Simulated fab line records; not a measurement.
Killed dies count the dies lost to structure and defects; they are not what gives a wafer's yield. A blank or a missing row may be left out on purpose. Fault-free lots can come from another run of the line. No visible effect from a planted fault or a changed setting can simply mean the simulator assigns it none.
Chamber matching | flow nand_harc | NHARC_P_GATE_DESCUM_31 on rie_diel-03: 4 sister chambers
The step chemistry O2, time 3 s. 8 wafers are shown with their chamber, then 9 later ones without.

## WAFERS, EACH WITH ITS CHAMBER
wafer  | chamber | drypump_motor_current_A (A) | oes_product_au (a.u.)
L553.1 | 0       | 5.8                         | 0.997
L553.2 | 2       | 5.8                         | 1.016
L555.3 | 0       | 5.8                         | 0.988
L555.4 | 3       | 6.6                         | 1.000
L555.5 | 3       | 6.5                         | 1.007
L556.2 | 1       | 5.4                         | 1.012
L556.3 | 2       | 5.8                         | 1.024
L556.5 | 1       | 5.3                         | 1.010

## WAFERS MISSING THEIR CHAMBER
wafer  | drypump_motor_current_A (A) | oes_product_au (a.u.)
L561.1 | 6.5                         | 0.998
L561.3 | 5.4                         | 1.013
L561.5 | 6.5                         | 1.000
L566.2 | 5.8                         | 0.994
L566.4 | 5.8                         | 1.011
L566.5 | 5.4                         | 1.006
L567.2 | 5.8                         | 1.000
L567.3 | 6.5                         | 1.000
L567.5 | 6.5                         | 1.005

## EACH ONE'S CHAMBER
wafer  | from the rows above     | in truth
L561.1 | 3                       | 3
L561.3 | 1                       | 1
L561.5 | 3                       | 3
L566.2 | 0                       | 0
L566.4 | can't be placed: 2 or 0 | 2
L566.5 | 1                       | 1
L567.2 | 0                       | 0
L567.3 | 3                       | 3
L567.5 | 3                       | 3
8 of 9 placed correctly. Cannot be placed on the basis of these rows: 1; the candidates contain the true chamber in 1. 0 placed wrongly.
How it was worked out, from the rows above alone: a wafer's distance from a chamber is the root of the sum, over the readings, of the square of ((its reading less the chamber's mean) divided by the reading's scatter). The wafer belongs to the nearest chamber; if the next one is less than 2 further off, it can't be placed. A chamber's mean is the mean of its shown wafers. The scatter is the square root of a quotient: the sum, over the shown wafers, of each reading's squared deviation from its chamber's mean, divided by wafers minus chambers.
